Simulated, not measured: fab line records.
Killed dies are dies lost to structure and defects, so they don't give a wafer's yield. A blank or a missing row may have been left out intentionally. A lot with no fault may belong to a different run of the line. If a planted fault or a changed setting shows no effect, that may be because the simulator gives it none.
Matching of chambers :: flow nandHarc :: NHARC_THIN_TSV_ETCHBACK_48 on rieDiel-05 has 4 sister chambers
The step etches the open film in C4F8/Ar, target depth 1028.5 nm, time 405.17 s. 14 wafers are shown with their chamber, then 7 later ones without.

## EACH WAFER AND ITS CHAMBER
wafer: L373.1
chamber: 3
rfVppV (V): 549
oesProductAu (a.u.): 0.92

wafer: L373.4
chamber: 2
rfVppV (V): 543
oesProductAu (a.u.): 0.93

wafer: L373.5
chamber: 2
rfVppV (V): 543
oesProductAu (a.u.): 0.93

wafer: L377.2
chamber: 0
rfVppV (V): 552
oesProductAu (a.u.): 0.99

wafer: L377.5
chamber: 1
rfVppV (V): 544
oesProductAu (a.u.): 1.00

wafer: L377.6
chamber: 0
rfVppV (V): 552
oesProductAu (a.u.): 0.99

wafer: L374.1
chamber: 3
rfVppV (V): 548
oesProductAu (a.u.): 0.93

wafer: L374.4
chamber: 2
rfVppV (V): 543
oesProductAu (a.u.): 0.93

wafer: L374.6
chamber: 0
rfVppV (V): 552
oesProductAu (a.u.): 0.94

wafer: L378.3
chamber: 2
rfVppV (V): 544
oesProductAu (a.u.): 0.93

wafer: L378.4
chamber: 0
rfVppV (V): 552
oesProductAu (a.u.): 0.93

wafer: L378.5
chamber: 1
rfVppV (V): 544
oesProductAu (a.u.): 0.93

wafer: L382.1
chamber: 0
rfVppV (V): 551
oesProductAu (a.u.): 0.96

wafer: L382.3
chamber: 3
rfVppV (V): 547
oesProductAu (a.u.): 0.96

SIGNATURES (means of the wafers above)
reading: rfVppV
chamber 0: 551.80
chamber 1: 544.00
chamber 2: 543.25
chamber 3: 548.00
scatter within a chamber: 0.596

reading: oesProductAu
chamber 0: 0.9620
chamber 1: 0.9650
chamber 2: 0.9300
chamber 3: 0.9367
scatter within a chamber: 0.0253
Rule: distance of a wafer from a chamber = root of the sum over the readings of ((wafer's reading minus chamber's mean) / reading's scatter) squared. The wafer belongs to the nearest chamber; if the next one is less than 2 further off, it can't be placed. The scatter is the square root of a quotient: the sum, over the shown wafers, of each reading's squared deviation from its chamber's mean, divided by wafers minus chambers.

## WAFERS WITH NO CHAMBER GIVEN
wafer: L382.4
rfVppV (V): 542
oesProductAu (a.u.): 0.97

wafer: L383.4
rfVppV (V): 544
oesProductAu (a.u.): 0.93

wafer: L383.5
rfVppV (V): 544
oesProductAu (a.u.): 0.92

wafer: L383.6
rfVppV (V): 542
oesProductAu (a.u.): 0.92

wafer: L395.1
rfVppV (V): 553
oesProductAu (a.u.): 1.01

wafer: L395.4
rfVppV (V): 542
oesProductAu (a.u.): 1.00

wafer: L395.5
rfVppV (V): 543
oesProductAu (a.u.): 1.01

## WHICH CHAMBER EACH WENT THROUGH
wafer: L382.4
from the rows above: can't be placed: 2 or 1
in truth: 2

wafer: L383.4
from the rows above: can't be placed: 2 or 1
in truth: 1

wafer: L383.5
from the rows above: can't be placed: 2 or 1
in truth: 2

wafer: L383.6
from the rows above: can't be placed: 2 or 1
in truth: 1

wafer: L395.1
from the rows above: 0
in truth: 0

wafer: L395.4
from the rows above: can't be placed: 2 or 1
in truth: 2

wafer: L395.5
from the rows above: can't be placed: 1 or 2
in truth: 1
Correctly placed: 1 of 7. Unplaceable from these rows: 6, with the true chamber sitting among the candidates in 6. Number placed wrongly: 0.
